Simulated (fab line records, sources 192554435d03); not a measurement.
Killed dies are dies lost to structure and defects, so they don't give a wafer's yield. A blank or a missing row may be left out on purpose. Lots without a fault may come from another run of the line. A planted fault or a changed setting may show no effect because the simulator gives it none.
Chamber matching | flow n5_finfet | N5_BEOL_M14_ETCH_67 on rie_diel-05: 4 sister chambers
The step etches SiARC in CF4, target depth 143 nm, time 238.3 s. 4 wafers are shown with their chamber, then 12 later ones without.

WAFERS WITH THEIR CHAMBER
wafer  | chamber | drypump_motor_current_A (A)
L084.1 | 2       | 6.2
L093.4 | 3       | 5.4
L093.5 | 1       | 6.5
L093.6 | 0       | 6.5

WAFERS WITHOUT THEIR CHAMBER
wafer  | drypump_motor_current_A (A)
L092.2 | 5.5
L092.4 | 6.3
L092.6 | 6.3
L090.2 | 5.4
L090.4 | 6.4
L090.6 | 5.4
L097.1 | 6.5
L097.2 | 6.2
L097.3 | 6.4
L097.4 | 5.4
L097.5 | 6.2
L097.6 | 6.5

WHICH CHAMBER EACH WENT THROUGH
wafer  | from the rows above          | in truth
L092.2 | 3                            | 3
L092.4 | can't be placed: 2 or 0 or 1 | 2
L092.6 | can't be placed: 2 or 0 or 1 | 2
L090.2 | 3                            | 3
L090.4 | can't be placed: 0 or 1 or 2 | 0
L090.6 | 3                            | 3
L097.1 | can't be placed: 0 or 1      | 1
L097.2 | 2                            | 2
L097.3 | can't be placed: 0 or 1 or 2 | 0
L097.4 | 3                            | 3
L097.5 | 2                            | 2
L097.6 | can't be placed: 0 or 1      | 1
Placed correctly: 6 of 12. Can't be placed from these rows: 6 (the true chamber is among the candidates in 6). Placed wrongly: 0.
How it was worked out, from the rows above alone: a wafer's distance from a chamber is the root of the sum, over the readings, of the square of ((its reading less the chamber's mean) divided by the reading's scatter). The wafer belongs to the nearest chamber; if the next one is less than 2 further off, it can't be placed. A chamber's mean is the mean of its shown wafers. The scatter: with one shown wafer a chamber, the root of the mean of the squares of how far each hidden wafer lies from its nearest shown one.
